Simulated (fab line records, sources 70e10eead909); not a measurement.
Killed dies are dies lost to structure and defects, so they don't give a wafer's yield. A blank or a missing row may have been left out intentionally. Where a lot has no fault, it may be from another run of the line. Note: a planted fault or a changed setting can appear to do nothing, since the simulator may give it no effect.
fab line records	flow nand-harc
record lots=11	wafers=33	last-day=30
route steps=1302 shown P_GATE@204 P_CONTACT@229
lots that met no fault: from a run of the same line without faults
start-h: the number of hours between the record's first day and the start of the first shown wafer of the lot	wait-h: time in hours since the lot's previous step	" as in the row above	L1.1+2: several wafers, shown together as one row	- value missing, or start not given	* or withheld: withheld	< > ~ a bound
route shown NAME@n: NAME is a module with steps in the file, n the number in the route of the first one	usual: mean and standard deviation over wafers with no fault	same: alike in all rows	chamber/n: place in a boat	sites: per-site readings	_std_site: how widely they spread, as a standard deviation	_edge_site: outer sites' mean less inner sites'	radius-mm: how far each site lies from the wafer's centre	mask NAME#n: copy n	behind: the tool/chamber that last shaped the wafer	hold: what put the lot on hold/how long, in hours/how the hold closed	device: names the non-switching transistor (n, p or np)	end of line: the same wafers' tests at the end of the route	where a step has no rows: the recipe by itself	killed: dies lost to structure and defects at the first sort, not the wafer's yield	map: a wafer's dies, x killed, . not, _ none there
set.NAME: the setting the step ran with; set.NAME@STEP: the setting that earlier step ran with	model.NAME: the simulator's own value behind a step, which no gauge read
steps of the route over a sample of lots; a table a step, a row a wafer
services: a tool's chamber out of use, with start hour (start-h, from the record's first day; less than 0 if before it), hours out, and reason
## steps
# step NHARC_P_GATE_STRIP_113
# recipe power-w=1500	temp-c=110	time-s=740	chemistry=N2/H2
# usual drypump-motor-current-A=5.5/0.36	heater-power-w=85.9/2.7
lot.wafer	tool	chamber	start-h	wait-h	drypump-motor-current-A	heater-power-w	rf-hours-counter-h
L121.1	plasma-asher-01	0	116.92	0.3	6.1	87.7	13
L121.3	"	1	"	"	5.4	84.3	-
L121.4	"	0	"	"	6.1	88.9	-
L123.1	plasma-asher-02	1	142.09	0.2	5.1	83.5	12
L123.2	"	0	"	"	5.5	86.8	12
L123.6	"	1	"	"	5.1	85.0	-
L122.1	plasma-asher-02	1	142.99	0.4	5.1	85.8	13
L122.3	"	0	"	"	5.4	88.7	-
L122.5	"	1	"	"	5.1	82.6	-
L124.2	plasma-asher-02	1	156.02	0.3	5.1	84.5	15
L124.4	"	0	"	"	5.4	88.8	-
L124.5	"	0	"	"	5.4	88.7	-
L125.3	plasma-asher-01	0	164.73	0.4	6.1	90.1	-
L125.6	"	0	"	"	6.1	87.3	-
L125.5	"	1	"	"	5.4	83.9	-
L127.3	plasma-asher-02	0	188.06	0.4	5.4	90.0	-
L127.4	"	1	"	"	5.1	83.9	-
L127.5	"	1	"	"	5.1	86.8	-
L128.1	plasma-asher-01	1	188.52	0.4	5.4	81.7	27
L128.3	"	0	"	"	6.1	89.6	-
L128.6	"	0	"	"	6.1	87.2	-
L129.1	plasma-asher-02	1	201.65	0.2	5.1	84.5	24
L129.4	"	1	"	"	5.1	84.1	-
L129.5	"	0	"	"	5.4	89.4	-
L130.4	plasma-asher-01	1	212.84	0.3	5.4	82.7	-
L130.3	"	0	"	"	6.1	88.8	-
L130.6	"	0	"	"	6.1	88.5	-
L133.2	plasma-asher-01	1	243.84	0.2	5.4	83.7	1
L133.5	"	1	"	"	5.4	83.4	-
L133.6	"	0	"	"	6.1	86.3	-
L134.4	plasma-asher-01	1	258.12	0.5	5.4	83.2	-
L134.5	"	0	"	"	6.1	87.2	-
L134.6	"	1	"	"	5.4	83.2	-
# step NHARC_P_CONTACT_EXPOSE_09
# recipe na=1.35	target-cd-nm=90	dose-mj=81.26	mask-id=P_CA
# usual stage-vel-mm-s=499.99/0.25
lot.wafer	tool	chamber	start-h	wait-h	mask	stage-vel-mm-s
L121.1	arfi-scanner-03	0	120.82	-	P_CA#0	499.63
L121.3	"	0	"	"	P_CA#0	499.65
L121.4	"	0	"	"	P_CA#0	500.24
L123.1	arfi-scanner-02	0	146.10	-	P_CA#0	500.48
L123.2	"	0	"	"	P_CA#0	500.09
L123.6	"	0	"	"	P_CA#0	500.48
L122.1	arfi-scanner-03	0	146.94	-	P_CA#0	500.03
L122.3	"	0	"	"	P_CA#0	499.98
L122.5	"	0	"	"	P_CA#0	500.12
L124.2	arfi-scanner-02	0	159.95	-	P_CA#0	499.46
L124.4	"	0	"	"	P_CA#0	499.85
L124.5	"	0	"	"	P_CA#0	499.70
L125.3	arfi-scanner-01	0	168.50	-	P_CA#0	500.07
L125.5	"	0	"	"	P_CA#0	500.01
L125.6	"	0	"	"	P_CA#0	500.45
L127.3	arfi-scanner-01	0	191.71	-	P_CA#0	500.00
L127.4	"	0	"	"	P_CA#0	500.00
L127.5	"	0	"	"	P_CA#0	499.63
L128.1	arfi-scanner-01	0	192.47	-	P_CA#0	500.13
L128.3	"	0	"	"	P_CA#0	499.94
L128.6	"	0	"	"	P_CA#0	500.18
L129.1	arfi-scanner-03	0	205.65	-	P_CA#0	499.97
L129.4	"	0	"	"	P_CA#0	500.10
L129.5	"	0	"	"	P_CA#0	500.13
L130.3	arfi-scanner-02	0	216.63	-	P_CA#0	499.68
L130.4	"	0	"	"	P_CA#0	500.12
L130.6	"	0	"	"	P_CA#0	499.57
L133.2	arfi-scanner-03	0	247.74	-	P_CA#0	499.83
L133.5	"	0	"	"	P_CA#0	499.72
L133.6	"	0	"	"	P_CA#0	500.00
L134.4	arfi-scanner-02	0	261.80	-	P_CA_R1#0	500.22
L134.5	"	0	"	"	P_CA_R1#0	499.77
L134.6	"	0	"	"	P_CA_R1#0	500.02
# step NHARC_P_CONTACT_CD_MEAS_12
# recipe target-cd-nm=90	landing-energy-ev=500
# usual cd-nm=90.0/0.46
lot.wafer	tool	chamber	start-h	wait-h	cd-nm
L121.1	cd-sem-02	0	120.96	-	89.6
L121.3	"	0	"	"	90.0
L121.4	"	0	"	"	89.9
L123.1	cd-sem-03	0	146.24	-	89.4
L123.2	"	0	"	"	89.3
L123.6	"	0	"	"	89.6
L122.1	cd-sem-02	0	147.08	-	90.2
L122.3	"	0	"	"	90.8
L122.5	"	0	"	"	90.8
L124.2	cd-sem-03	0	160.08	-	89.8
L124.4	"	0	"	"	89.8
L124.5	"	0	"	"	90.2
L125.3	cd-sem-01	0	168.64	-	89.6
L125.5	"	0	"	"	89.9
L125.6	"	0	"	"	90.1
L127.3	cd-sem-02	0	191.85	-	90.0
L127.4	"	0	"	"	90.1
L127.5	"	0	"	"	89.4
L128.1	cd-sem-03	0	192.61	-	89.7
L128.3	"	0	"	"	89.8
L128.6	"	0	"	"	89.8
L129.1	cd-sem-01	0	205.79	-	90.5
L129.4	"	0	"	"	89.6
L129.5	"	0	"	"	89.8
L130.3	cd-sem-03	0	216.77	-	91.2
L130.4	"	0	"	"	90.3
L130.6	"	0	"	"	91.3
L133.2	cd-sem-03	0	247.88	-	90.6
L133.5	"	0	"	"	90.0
L133.6	"	0	"	"	89.9
L134.4	cd-sem-03	0	261.93	-	94.5
L134.5	"	0	"	"	94.7
L134.6	"	0	"	"	94.8
# step NHARC_P_CONTACT_INSPECT_14
# usual raw-defect-count=4.1/2.6
lot.wafer	tool	chamber	start-h	wait-h	raw-defect-count
L121.1	defect-inspect-02	-	121.08	0.0	3
L121.3	"	-	"	"	4
L121.4	"	-	"	"	3
L123.1	defect-inspect-02	-	146.36	0.0	4
L123.2	"	-	"	"	5
L123.6	"	-	"	"	3
L122.1	defect-inspect-02	-	147.21	0.0	2
L122.3	"	-	"	"	1
L122.5	"	-	"	"	2
L124.2	defect-inspect-02	-	160.21	0.0	3
L124.4	"	-	"	"	4
L124.5	"	-	"	"	7
L125.3	defect-inspect-01	-	168.76	0.0	7
L125.5	"	-	"	"	6
L125.6	"	-	"	"	4
L127.3	defect-inspect-01	-	191.97	0.0	3
L127.4	"	-	"	"	4
L127.5	"	-	"	"	3
L128.1	defect-inspect-02	-	192.74	0.0	6
L128.3	"	-	"	"	5
L128.6	"	-	"	"	4
L129.1	defect-inspect-02	-	205.92	0.0	4
L129.4	"	-	"	"	5
L129.5	"	-	"	"	3
L130.3	defect-inspect-02	-	216.89	0.0	0
L130.4	"	-	"	"	1
L130.6	"	-	"	"	3
L133.2	defect-inspect-02	-	248.00	0.0	5
L133.5	"	-	"	"	8
L133.6	"	-	"	"	12
L134.4	defect-inspect-02	-	262.05	0.0	3
L134.5	"	-	"	"	5
L134.6	"	-	"	"	8
# step NHARC_P_CONTACT_ETCH_35
# recipe target-depth-a=390	over-etch-frac=0.3	time-s=65	ion-energy-ev=80	cf4-flow-sccm=150	ar-flow-sccm=0	rf-w=300	bias-w=100	chemistry=CF4
# usual drypump-motor-current-A=5.8/0.48	oes-product-au=0.998/0.0077	rf-vpp-V=151.4/1.4	showerhead-plenum-p-Torr=1.78/0.084	throttle-valve-pct=13.285/0.0088
lot.wafer	tool	chamber	start-h	wait-h	drypump-motor-current-A	oes-product-au	rf-hours-counter-h	rf-vpp-V	showerhead-plenum-p-Torr	throttle-valve-pct
L121.4	rie-diel-09	2	121.23	0.1	5.9	0.978	6.1	151.3	1.77	13.278
L121.1	"	0	"	"	5.0	1.004	7.6	150.3	1.70	13.275
L121.3	"	1	"	"	6.2	0.994	6.9	153.3	1.90	13.288
L123.2	rie-diel-04	1	146.51	0.1	5.9	0.995	3.8	154.5	1.90	13.285
L123.1	"	2	"	"	5.9	0.986	3.2	151.5	1.77	13.289
L123.6	"	0	"	"	6.5	0.991	-	149.5	1.67	13.266
L122.3	rie-diel-08	0	147.35	0.1	5.6	0.994	2.6	153.1	1.84	13.293
L122.1	"	1	"	"	6.1	0.997	2.5	150.1	1.70	13.286
L122.5	"	1	"	"	6.1	1.010	-	150.2	1.70	13.291
L124.2	rie-diel-04	3	160.36	0.1	5.6	0.998	3.2	153.3	1.86	13.295
L124.4	"	1	"	"	5.9	0.997	4.4	153.2	1.90	13.293
L124.5	"	3	"	"	5.6	0.998	-	153.2	1.86	13.291
L125.3	rie-diel-04	1	168.91	0.1	5.9	1.004	4.8	151.1	1.90	13.297
L125.5	"	0	"	"	6.5	0.997	-	149.9	1.67	13.284
L125.6	"	1	"	"	5.9	0.993	-	153.5	1.90	13.274
L127.3	rie-diel-04	1	192.12	0.1	5.9	0.997	0.2	152.7	1.90	13.275
L127.4	"	2	"	"	5.8	0.999	0.2	151.2	1.76	13.280
L127.5	"	3	"	"	5.6	1.006	-	152.5	1.86	13.287
L128.3	rie-diel-09	0	192.88	0.1	5.0	1.007	2.4	151.6	1.70	13.292
L128.1	"	1	"	"	6.2	0.997	2.2	153.2	1.90	13.278
L128.6	"	0	"	"	5.0	0.992	-	149.9	1.70	13.285
L129.1	rie-diel-08	3	206.06	0.1	6.2	1.001	0.1	150.0	1.70	13.285
L129.4	"	0	"	"	5.6	0.991	0.1	151.8	1.84	13.284
L129.5	"	3	"	"	6.2	1.009	-	150.8	1.70	13.276
L130.4	rie-diel-09	0	217.05	0.1	5.0	0.999	3.8	150.4	1.70	13.271
L130.3	"	1	"	"	6.2	0.980	3.9	152.6	1.90	13.285
L130.6	"	3	"	"	4.9	0.992	-	150.3	1.70	13.278
L133.2	rie-diel-09	1	248.16	0.1	6.2	0.994	5.8	151.5	1.90	13.282
L133.6	"	0	"	"	5.0	1.008	-	150.2	1.70	13.281
L133.5	"	1	"	"	6.2	0.991	-	152.6	1.90	13.291
L134.6	rie-diel-08	2	262.24	0.1	5.9	1.003	-	149.6	1.75	13.279
L134.5	"	3	"	"	6.2	1.007	-	149.1	1.70	13.287
L134.4	"	0	"	"	5.7	0.994	-	151.9	1.84	13.292
# step NHARC_P_CONTACT_CD_MEAS_19
# usual cd-nm=89.8/1
lot.wafer	tool	chamber	start-h	wait-h	cd-nm
L121.1	cd-sem-03	-	122.51	-	88.9
L121.3	"	-	"	"	90.1
L121.4	"	-	"	"	90.2
L123.1	cd-sem-02	-	147.29	-	89.7
L123.2	"	-	"	"	89.3
L123.6	"	-	"	"	89.1
L122.1	cd-sem-01	-	148.15	-	89.4
L122.3	"	-	"	"	89.5
L122.5	"	-	"	"	90.9
L124.2	cd-sem-01	-	161.14	-	90.9
L124.4	"	-	"	"	89.8
L124.5	"	-	"	"	90.3
L125.3	cd-sem-01	-	169.70	-	91.2
L125.5	"	-	"	"	89.4
L125.6	"	-	"	"	89.4
L127.3	cd-sem-02	-	192.90	-	88.8
L127.4	"	-	"	"	91.5
L127.5	"	-	"	"	90.8
L128.1	cd-sem-03	-	193.89	-	89.0
L128.3	"	-	"	"	89.1
L128.6	"	-	"	"	90.0
L129.1	cd-sem-03	-	206.85	-	91.3
L129.4	"	-	"	"	88.2
L129.5	"	-	"	"	90.3
L130.3	cd-sem-03	-	217.83	-	90.9
L130.4	"	-	"	"	89.3
L130.6	"	-	"	"	89.7
L133.2	cd-sem-03	-	248.94	-	89.2
L133.5	"	-	"	"	90.1
L133.6	"	-	"	"	88.4
L134.4	cd-sem-03	-	263.08	-	93.8
L134.5	"	-	"	"	94.0
L134.6	"	-	"	"	93.9
## services
tool	chamber	start-h	hours	kind
arfi-scanner-03	-	102.64	7.9	repair
rie-diel-09	1	108.77	4.2	repair
rie-diel-09	2	125.06	13.3	repair
arfi-scanner-01	-	136.91	1.0	repair
arfi-scanner-02	-	140.00	4.0	pm
rie-diel-09	-	143.23	9.0	pm
arfi-scanner-03	-	159.51	1.4	repair
rie-diel-04	-	177.90	9.0	pm
arfi-scanner-01	-	180.70	3.4	repair
rie-diel-08	-	190.80	9.0	pm
arfi-scanner-03	-	196.00	4.0	pm
rie-diel-08	0	206.96	5.8	repair
arfi-scanner-03	-	221.01	0.7	repair
arfi-scanner-02	-	225.44	6.2	repair
plasma-asher-01	-	231.80	9.0	pm
plasma-asher-01	0	231.80	9.0	vent-cycle
plasma-asher-01	1	231.80	9.0	vent-cycle
plasma-asher-01	0	240.80	-	clean
plasma-asher-01	1	240.80	-	clean
plasma-asher-02	-	245.88	2.2	repair
plasma-asher-02	-	249.00	9.0	pm
arfi-scanner-02	-	249.30	11.2	repair
arfi-scanner-01	-	252.00	4.0	pm
rie-diel-08	1	256.28	6.1	repair
## key
first-sign step=NHARC_P_CONTACT_EXPOSE_09	reading=mask	direction=changed
effect step=NHARC_P_CONTACT_CD_MEAS_12	reading=cd-nm	direction=up	sigmas=10	usual=90.0	struck=94.6
effect step=NHARC_P_CONTACT_CD_MEAS_19	reading=cd-nm	direction=up	sigmas=4	usual=89.8	struck=93.9
met-at NHARC_P_CONTACT_EXPOSE_09
struck-lots L134
tester-left-out L134
not-acting-at NHARC_P_GATE_STRIP_113,NHARC_P_CONTACT_INSPECT_14,NHARC_P_CONTACT_ETCH_35
onset-between 216.63 261.80
fault kind=wrong-mask	tool=any	chamber=-	onset-h=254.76	steps=NHARC_P_CONTACT_EXPOSE_09	aux-copy=P_CA_R1#0	cd-offset-nm=4.7581	scope=struck-lots-only
# tester-left-out: of these lots the tester's yield and bins aren't shown, on N5 and GAA mostly nor the transistor test; their killed dies are dies lost to structure and defects alone, not to doping, threshold or leakage, so they don't give the yield
